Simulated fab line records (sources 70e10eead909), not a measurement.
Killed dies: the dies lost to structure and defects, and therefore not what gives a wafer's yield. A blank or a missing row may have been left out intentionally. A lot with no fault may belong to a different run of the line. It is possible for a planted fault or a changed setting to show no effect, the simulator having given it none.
What tool caused it? ; flow nand-harc ; 11 lots, 33 wafers sampled, at 5 steps of a route of 1159

== WHAT EACH GAUGE READ, for each wafer ==
NHARC_A_CONTACT_INSPECT_10. Usual: 32 for raw-defect-count, sd 14.
lot;measured;on;raw-defect-count;flag
L608;day 17 07:04;defect-inspect-02;10 13 24;
L619;day 19 15:00;defect-inspect-01;20 14 12;
L617;day 19 16:41;defect-inspect-01;43 37 38;
L618;day 19 20:42;defect-inspect-01;53 53 47;
L622;day 20 21:41;defect-inspect-02;36 31 45;
L620;day 20 22:59;defect-inspect-01;45 32 41;
L621;day 21 09:14;defect-inspect-02;33 35 31;
L626;day 21 13:23;defect-inspect-02;11 9 16;
L628;day 21 14:18;defect-inspect-02;49 75 62;
L627;day 21 18:36;defect-inspect-02;37 40 26;
L629;day 22 14:15;defect-inspect-02;42 41 50;

NHARC_END_SORT_01. Usual: killed-at-array 31, standard deviation 12; killed-at-other 0.6, standard deviation 0.85; killed-at-periphery 3.0, standard deviation 2.3; killed-dies 35, standard deviation 12; killed-open 3.2, standard deviation 1.9; killed-short 1.8, standard deviation 1.4.
lot;measured;on;killed-at-array;killed-at-other;killed-at-periphery;killed-dies;killed-open;killed-short;flag
L617;day 22 04:41;prober-01;675 673 676;1 2 1;1 2 0;677 677 677;4 3 1;2 1 0;OFF
L618;day 22 13:14;prober-02;674 672 672;0 0 0;3 5 5;677 677 677;4 3 4;3 1 4;OFF

== EACH LOT AND THE TOOL THAT RAN IT (in order: tool; ch and the chambers of the sampled wafers; start) ==
lot;NHARC_A_CONTACT_ETCH_106;NHARC_A_CONTACT_ETCH_30;NHARC_A_CONTACT_ETCH_98
L608;rie-diel-06 ch 0,2,3, day 17 03:32;rie-diel-06 ch 0,1,3, day 17 07:40;rie-diel-13 ch 1,2,3, no start
L619;rie-diel-06 ch 1,2, day 19 12:14;rie-diel-13 ch 1,2, day 19 15:35;rie-diel-06 ch 0,1, no start
L617;rie-diel-05 ch 0,1,2, day 19 13:11;rie-diel-06 ch 0,1,3, day 19 17:18;rie-diel-06 ch 1,2,3, day 22 04:41 or earlier
L618;rie-diel-06 ch 1,2,3, day 19 15:54;rie-diel-06 ch 0,1,3, day 19 21:18;rie-diel-06 ch 0,1,3, day 22 13:14 or earlier
L622;rie-diel-06 ch 0,3, day 20 16:20;rie-diel-06 ch 0,1,2, day 20 22:27;rie-diel-06 ch 1,2, day 21 00:25
L620;rie-diel-06 ch 0,1,2, day 20 17:04;rie-diel-06 ch 0,1,2, day 20 23:41;rie-diel-06 ch 0,2, day 21 01:29
L621;rie-diel-05 ch 0,1,3, day 21 03:13;rie-diel-06 ch 0,1,2, day 21 09:49;rie-diel-13 ch 0,3, no start
L626;rie-diel-13 ch 1,2,3, day 21 08:04;rie-diel-13 ch 0,2,3, day 21 13:59;rie-diel-05 ch 0,2,3, no start
L628;rie-diel-13 ch 2,3, day 21 10:14;rie-diel-06 ch 0,1,3, day 21 14:55;rie-diel-13 ch 2,3, no start
L627;rie-diel-06 ch 1,3, day 21 15:50;rie-diel-06 ch 1,2,3, day 21 19:11;rie-diel-05 ch 1,2,3, no start
L629;rie-diel-06 ch 0,2,3, day 22 10:49;rie-diel-06 ch 0,1, day 22 15:00;rie-diel-06 ch 0,3, no start
- NHARC_A_CONTACT_ETCH_106: etches the open film in CF4/O2, target depth 60 nm, overetch 6 nm, time 33 s.
- NHARC_A_CONTACT_ETCH_30: etches the open film in CF4/CHF3, target depth 60.5 nm, time 30.2 s.
- NHARC_A_CONTACT_ETCH_98: etches the open film in C4F6/O2, target depth 20 nm, time 10 s.

== WHAT THE TOOLS THEMSELVES READ (means of the sampled wafers that have a number; where no wafer has one, the mark that the record gives instead) ==
NHARC_A_CONTACT_ETCH_106. Usual: bias-w is 100.0 W with standard deviation 0.31, cf4-flow-sccm is 79.99 sccm with standard deviation 0.25, drypump-motor-current-A is 5.8 A with standard deviation 0.54, oes-product-au is 1.000 a.u. with standard deviation 0.0099, rf-vpp-V is 198.0 V with standard deviation 1.5, showerhead-plenum-p-Torr is 1.35 Torr with standard deviation 0.059, and throttle-valve-pct is 13.396 % with standard deviation 0.0099.
lot;tool;bias-w (W);cf4-flow-sccm (sccm);drypump-motor-current-A (A);oes-product-au (a.u.);rf-vpp-V (V);showerhead-plenum-p-Torr (Torr);throttle-valve-pct (%);flag
L608;rie-diel-06;100.0;79.90;5.6;0.998;198.4;1.37;13.393;
L619;rie-diel-06;100.0;79.93;5.1;1.007;197.7;1.35;13.395;
L617;rie-diel-05;99.7;80.23;5.9;0.989;199.0;1.38;13.391;
L618;rie-diel-06;100.0;80.18;5.7;1.007;198.6;1.34;13.391;
L622;rie-diel-06;100.2;79.99;6.2;0.994;198.4;1.36;13.393;
L620;rie-diel-06;99.8;79.94;5.2;1.010;196.8;1.31;13.401;
L621;rie-diel-05;100.1;79.70;6.1;0.995;198.6;1.37;13.387;
L626;rie-diel-13;99.8;79.80;6.1;0.999;198.2;1.33;13.395;
L628;rie-diel-13;99.8;79.90;6.0;0.986;198.0;1.34;13.398;
L627;rie-diel-06;100.2;80.21;6.2;1.002;198.3;1.34;13.396;
L629;rie-diel-06;99.9;80.02;5.6;1.008;198.0;1.36;13.394;

NHARC_A_CONTACT_ETCH_30. Usual: bias-w is 200.0 W with standard deviation 0.6, cf4-flow-sccm is 99.96 sccm with standard deviation 0.28, drypump-motor-current-A is 5.7 A with standard deviation 0.55, oes-product-au is 0.928 a.u. with standard deviation 0.013, rf-vpp-V is 370.8 V with standard deviation 2.4, showerhead-plenum-p-Torr is 1.58 Torr with standard deviation 0.07, and throttle-valve-pct is 16.802 % with standard deviation 0.0078.
lot;tool;bias-w (W);cf4-flow-sccm (sccm);drypump-motor-current-A (A);oes-product-au (a.u.);rf-vpp-V (V);showerhead-plenum-p-Torr (Torr);throttle-valve-pct (%);flag
L608;rie-diel-06;200.4;100.21;5.8;0.919;370.0;1.55;16.794;
L619;rie-diel-13;199.9;99.78;5.9;0.918;369.7;1.55;16.810;
L617;rie-diel-06;-;-;-;-;-;-;-;OFF
L618;rie-diel-06;-;-;-;-;-;-;-;OFF
L622;rie-diel-06;199.8;99.83;5.2;0.926;369.4;1.55;16.799;
L620;rie-diel-06;199.6;99.75;5.2;0.925;370.4;1.55;16.808;
L621;rie-diel-06;199.9;100.12;5.2;0.924;370.6;1.55;16.800;
L626;rie-diel-13;200.1;99.94;6.0;0.920;372.5;1.62;16.806;
L628;rie-diel-06;200.1;100.13;5.8;0.923;369.5;1.55;16.802;
L627;rie-diel-06;199.6;99.55;5.7;0.932;370.0;1.58;16.798;
L629;rie-diel-06;200.4;99.96;5.4;0.919;368.7;1.52;16.800;

NHARC_A_CONTACT_ETCH_98. Usual: bias-w is 500.2 W with standard deviation 1.3, c4f6-flow-sccm is 25.00 sccm with standard deviation 0.078, drypump-motor-current-A is 5.8 A with standard deviation 0.5, oes-product-au is 0.961 a.u. with standard deviation 0.019, rf-vpp-V is 548 V with standard deviation 3.4, showerhead-plenum-p-Torr is 3.96 Torr with standard deviation 0.15, and throttle-valve-pct is 26.905 % with standard deviation 0.0096.
lot;tool;bias-w (W);c4f6-flow-sccm (sccm);drypump-motor-current-A (A);oes-product-au (a.u.);rf-vpp-V (V);showerhead-plenum-p-Torr (Torr);throttle-valve-pct (%);flag
L608;rie-diel-13;500.9;25.01;6.1;0.994;547;3.93;26.898;
L619;rie-diel-06;501.9;25.01;5.4;0.962;542;3.73;26.915;
L617;rie-diel-06;500.4;24.96;5.7;0.948;548;3.95;26.913;
L618;rie-diel-06;499.9;25.09;5.8;0.958;546;3.87;26.912;
L622;rie-diel-06;499.0;25.02;5.4;0.963;544;3.80;26.904;
L620;rie-diel-06;500.3;24.96;5.1;0.952;549;4.01;26.915;
L621;rie-diel-13;501.4;25.01;6.1;0.928;550;4.12;26.896;
L626;rie-diel-05;500.2;25.02;6.0;0.961;548;3.97;26.909;
L628;rie-diel-13;499.9;25.02;6.0;0.941;547;3.95;26.907;
L627;rie-diel-05;500.1;25.00;5.9;0.938;548;3.96;26.912;
L629;rie-diel-06;499.6;25.03;5.7;0.983;547;3.93;26.902;

== THE ANSWER, worked out from the rows above alone ==
Rule: a lot counts as off when the mean over its wafers that have a number is more than 3 standard deviations away from the usual mean. Also off: a lot with no number at a reading for which 4 or more lots have one. The other lots that the step has rows for count as sound. Order of review: gauges by route order, followed by the tools' own readings, for which a lot's mean as printed above is used. The first step at which some lot is off is used, and at that step the reading that is off furthest; a lot without a number counts as furthest.
Off at NHARC_END_SORT_01 (killed-at-array): L617, L618. Neither off nor sound, because the step has no rows for them: L608, L619, L622, L620, L621, L626, L628, L627, L629.
A tool fits if, at a process step before that reading, it ran every lot that is off, and no sound lot after the first of them. The gauges at NHARC_END_SORT_01 aren't tried: what is off there is off at NHARC_A_CONTACT_ETCH_30 too, on other tools, and a gauge's error can't cause that. NHARC_A_CONTACT_ETCH_98: start missing for some lots; hours and lot order therefore follow NHARC_END_SORT_01. One candidate fits, namely rie-diel-06 at NHARC_A_CONTACT_ETCH_30 and NHARC_A_CONTACT_ETCH_98. It ran no sound lot before its first lot that is off in this sample, so the start can't be narrowed down.

== WHAT THE SIMULATOR HAD INSERTED ==
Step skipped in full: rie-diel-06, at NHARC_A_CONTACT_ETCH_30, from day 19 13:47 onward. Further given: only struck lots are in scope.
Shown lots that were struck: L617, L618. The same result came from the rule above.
